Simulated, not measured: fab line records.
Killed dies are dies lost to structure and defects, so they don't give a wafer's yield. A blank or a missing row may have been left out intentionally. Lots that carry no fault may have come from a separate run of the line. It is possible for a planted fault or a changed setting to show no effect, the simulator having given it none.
A lot that was struck, set against a sound lot ; flow n5Finfet ; 16 out of 1938 route steps
Sound: the wafers L649.1, L649.5, L649.6. Struck: wafer L660.6 (L660.4, L660.5, from the same lot, were not struck and are left out); the cause is given at the end.
Each step with rows lists, per side, the tool, then ch with its chambers, then its first start. Under that, the readings that differ: sound wafers ; struck wafers ; difference of the means ; sigmas: that difference in standard deviations of wafers without a fault.
alike: readings whose means differ by less than 2 such deviations, and words and numbers that are the same on both sides. not compared: withheld readings, readings that some wafer has no value for, bounds like >300 that may hide the same value, and numbers for which the record gives no deviation and whose values overlap.
The two part at a step that has a row with sigmas, a row that says differs or no value, or rows on one side only. Numbers that don't overlap but have no deviation are shown without sigmas and don't part them. A reading that every wafer of one side lacks parts them only if that side has two wafers or more.

first, 8 steps without rows for these wafers: N5_HKMG_FIN_COAT_41 (time 60 s, resist thk 300 nm); N5_HKMG_FIN_COAT_42 (time 60 s, resist thk 35 nm); N5_HKMG_FIN_COAT_43 (resist thk 90 nm); N5_HKMG_FIN_EBR_45; N5_HKMG_FIN_SOFTBAKE_44 (time 60 s); N5_HKMG_FIN_EXPOSE_46 (exposes mask NDIPOLE); N5_HKMG_FIN_PEB_47 (peb time 60 s); N5_HKMG_FIN_DEVELOP_48 (develop time 30 s).
N5_HKMG_FIN_CD_MEAS_49: target cd 202 nm.
  sound on cdSem-01 ch 0, day 5 10:45; struck on cdSem-03 ch 0, day 8 10:55
  alike: cdNm
N5_HKMG_FIN_OVL_MEAS_50:
  sound on overlay-02 ch 0, day 5 10:47; struck on overlay-01 ch 0, day 8 10:56
  alike: NDIPOLE_OVL
N5_HKMG_FIN_INSPECT_61: inspects for defects (macro).
  sound on defectInspect-02, day 5 10:48; struck on defectInspect-01, day 8 10:58
  alike: rawDefectCount
N5_HKMG_FIN_DESCUM_53: chemistry O2, time 7.9 s.
  sound on rieDiel-04 ch 0,1,2, day 5 10:50; struck on rieDiel-03 ch 2, day 8 11:00
reading;sound;struck;difference;sigmas
drypumpMotorCurrentA (A);6.3 6.3 6.3;5.1;-1.2;-3
  alike: oesProductAu, rfVppV, showerheadPlenumPTorr, throttleValvePct
  not compared: rfHoursCounterH
N5_HKMG_FIN_ETCH_54: etches SiARC in CF4, target depth 45.5 nm, time 75.8 s.
  sound on rieDiel-04 ch 0,1,2, day 5 10:52; struck on rieDiel-03 ch 2, day 8 11:02
reading;sound;struck;difference;sigmas
drypumpMotorCurrentA (A);6.3 6.3 6.3;5.1;-1.2;-3
etchRfOnTimeS (s);75.1 72.4 74.2;57.1;-16.8;-6
  alike: cf4FlowSccm, oesProductAu, rfVppV, showerheadPlenumPTorr, throttleValvePct
  not compared: rfHoursCounterH
N5_HKMG_FIN_ETCH_55: etches SOC in N2/H2, target depth 240 nm, time 300 s.
  sound on rieDiel-04 ch 0,1,2, day 5 10:56; struck on rieDiel-03 ch 2, day 8 11:05
reading;sound;struck;difference;sigmas
drypumpMotorCurrentA (A);6.3 6.3 6.3;5.1;-1.2;-3
  alike: h2FlowSccm, n2FlowSccm, oesProductAu, rfVppV, showerheadPlenumPTorr, throttleValvePct
  not compared: rfHoursCounterH
-- record jumps: 6 days separate the struck wafers' starts on either side; left off in module HKMG_FIN, taken up again in module BEOL_M4, whose first shown step is the route's number 1111 --
N5_BEOL_M4_RC_MEAS_101:
  sound on prober-02 ch 0, day 9 06:16; struck on prober-01 ch 0, day 14 01:52
  alike: DIBL_N, DIBL_P, IOFF_N, IOFF_P, ION_N, ION_P, SS_N, SS_P, VT_N, VT_P
-- the record jumps here: 5 days lie between the struck wafers' starts before and after (it left off in module BEOL_M4 and takes up again in module PASSIVATION, whose first step shown is number 1936 of the route) --
N5_PASSIVATION_PROBE_49:
  sound on prober-02, day 12 15:34; struck on prober-01, day 18 17:20
reading;sound;struck;difference;sigmas
killedAtContacts;29 21 21;6;-18;-2
  alike: defectLimitedYield, killed_at_M0_to_M3, killed_at_M4_up, killedAtFrontEnd, killedAtOther, killedDies, killedOpen, killedShort, sort_bin_5_function, sort_bin_6_memory, sortNPass, sortYieldPct

WHERE THEY PART
At N5_HKMG_FIN_DESCUM_53 first; at N5_PASSIVATION_PROBE_49 last (within this record only).

WHY: what had been put in by the simulator
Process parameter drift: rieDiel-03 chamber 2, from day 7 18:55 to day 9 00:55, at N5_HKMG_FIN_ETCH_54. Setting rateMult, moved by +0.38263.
